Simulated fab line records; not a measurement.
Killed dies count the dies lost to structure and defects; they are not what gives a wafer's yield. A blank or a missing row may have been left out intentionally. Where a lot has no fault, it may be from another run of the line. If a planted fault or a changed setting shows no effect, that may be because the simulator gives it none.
Which tool is to blame? | flow n5Finfet | Sampling: 10 lots, 29 wafers, 3 of 1938 route steps

== WHAT EACH GAUGE READ, for each wafer ==
N5_BEOL_M12_OVL_MEAS_11.
lot  | measured     | on         | V11_OVL (nm)
L553 | day 11 03:59 | overlay-02 | -3 -8 -4
L556 | day 11 21:53 | overlay-02 | 3 3 -2
L557 | day 11 22:33 | overlay-01 | -13 -7 -11
L559 | day 12 16:32 | overlay-02 | 4 -5 -9
L566 | day 14 11:33 | overlay-02 | -8 -13 -12
L565 | day 14 12:34 | overlay-02 | -7 -3 -15
L570 | day 15 14:55 | overlay-01 | -4 -3
L572 | day 15 23:59 | overlay-01 | -4 -6 2
L575 | day 16 13:16 | overlay-02 | -9 -9 -12
L574 | day 16 13:55 | overlay-02 | -4 -6 -1

== WHICH TOOL RAN EACH LOT (tool, then ch and the chambers of the sampled wafers, then the start) ==
lot  | N5_BEOL_M11_STRIP_36              | N5_BEOL_M12_COAT_04
L553 | rieDiel-06 ch 0,2,3, day 11 00:20 | lithoTrack-05 ch 0, day 11 03:34
L556 | rieDiel-03 ch 1,2,3, day 11 18:29 | lithoTrack-05 ch 0, day 11 21:35
L557 | rieDiel-06 ch 0,3, day 11 18:58   | lithoTrack-03 ch 0, day 11 22:15
L559 | rieDiel-06 ch 0,3, day 12 11:40   | lithoTrack-05 ch 0, day 12 16:07
L566 | rieDiel-03 ch 1,2, day 14 08:25   | lithoTrack-01 ch 0, day 14 11:13
L565 | rieDiel-06 ch 1,2,3, day 14 08:51 | lithoTrack-03 ch 0, day 14 12:09
L570 | rieDiel-03 ch 0,3, day 15 10:08   | lithoTrack-05 ch 0, day 15 14:37
L572 | rieDiel-02 ch 0,1, day 15 20:54   | lithoTrack-05 ch 0, day 15 23:34
L575 | rieDiel-02 ch 0,1,3, day 16 10:13 | lithoTrack-05 ch 0, day 16 12:58
L574 | rieDiel-03 ch 0,1,3, day 16 10:28 | lithoTrack-05 ch 0, day 16 13:29
- N5_BEOL_M11_STRIP_36: strips in N2/H2.
- N5_BEOL_M12_COAT_04: resist thk 400 nm.

== WHAT THE TOOLS THEMSELVES READ (means of the sampled wafers that have a number; where no wafer has one, the mark that the record gives instead) ==
N5_BEOL_M11_STRIP_36.
lot  | tool       | drypumpMotorCurrentA (A) | n2FlowSccm (sccm) | oesProductAu (a.u.) | rfVppV (V) | showerheadPlenumPTorr (Torr) | throttleValvePct (%)
L553 | rieDiel-06 | 5.6                      | 200.5             | 0.82                | 58.0       | 2.60                         | 23.7
L556 | rieDiel-03 | 6.0                      | 199.6             | 0.76                | 58.6       | 2.52                         | 23.4
L557 | rieDiel-06 | 5.6                      | 200.5             | 0.85                | 60.0       | 2.64                         | 23.3
L559 | rieDiel-06 | 5.6                      | 199.5             | 0.85                | 60.0       | 2.64                         | 23.3
L566 | rieDiel-03 | 6.3                      | 200.2             | 0.83                | 58.8       | 2.49                         | 23.0
L565 | rieDiel-06 | 5.4                      | 199.7             | 0.81                | 60.4       | 2.56                         | 23.7
L570 | rieDiel-03 | 6.0                      | 201.0             | 0.91                | 60.1       | 2.54                         | 23.4
L572 | rieDiel-02 | 6.4                      | 199.8             | 0.88                | 58.8       | 2.56                         | 23.0
L575 | rieDiel-02 | 6.1                      | 199.8             | 0.81                | 60.4       | 2.52                         | 23.2
L574 | rieDiel-03 | 5.9                      | 199.9             | 0.83                | 58.4       | 2.48                         | 23.5

N5_BEOL_M12_COAT_04.
lot  | tool          | dispensePressureKPa (kPa) | spinSpeedRpm (rpm)
L553 | lithoTrack-05 | 55.7                      | 1625.0
L556 | lithoTrack-05 | 55.7                      | 1861.9
L557 | lithoTrack-03 | 52.7                      | 1625.1
L559 | lithoTrack-05 | 55.7                      | 1862.7
L566 | lithoTrack-01 | 51.0                      | 1625.1
L565 | lithoTrack-03 | 52.7                      | 1625.5
L570 | lithoTrack-05 | 55.7                      | 1625.5
L572 | lithoTrack-05 | 55.7                      | 1624.3
L575 | lithoTrack-05 | 55.7                      | 1626.6
L574 | lithoTrack-05 | 55.7                      | 1624.1

== THE ANSWER, worked out from the rows above alone ==
Rule: the usual values come from the lots themselves. The widest of any qualifying gaps counts: lots, ordered by their means at a reading, are off when they make up no more than a third of the lots, leave a main group of 4 or more, and stand apart from it by 3 or more times the standard deviation of that group's means. Not used: any main group whose means are identical at the precision the tables above print for the reading. A lot without any number at a reading at which 4 lots or more have one is off too. The other lots that the step has rows for count as sound. After the gauges, taken in route order, come the tools' own readings; for these a lot's mean is taken, as printed above. At the first step where some lot is off, the reading lying furthest off is the one used; lots without a number count as furthest.
Off at N5_BEOL_M12_COAT_04 (spinSpeedRpm): L556, L559. The main group has a mean of 1625.1 rpm with a standard deviation of 0.72.
A tool fits if, at that step or a process step before it, it ran every lot that is off, and no sound lot after the first of them. Of those tried, none fits.

== WHAT HAD BEEN PUT IN BY THE SIMULATOR ==
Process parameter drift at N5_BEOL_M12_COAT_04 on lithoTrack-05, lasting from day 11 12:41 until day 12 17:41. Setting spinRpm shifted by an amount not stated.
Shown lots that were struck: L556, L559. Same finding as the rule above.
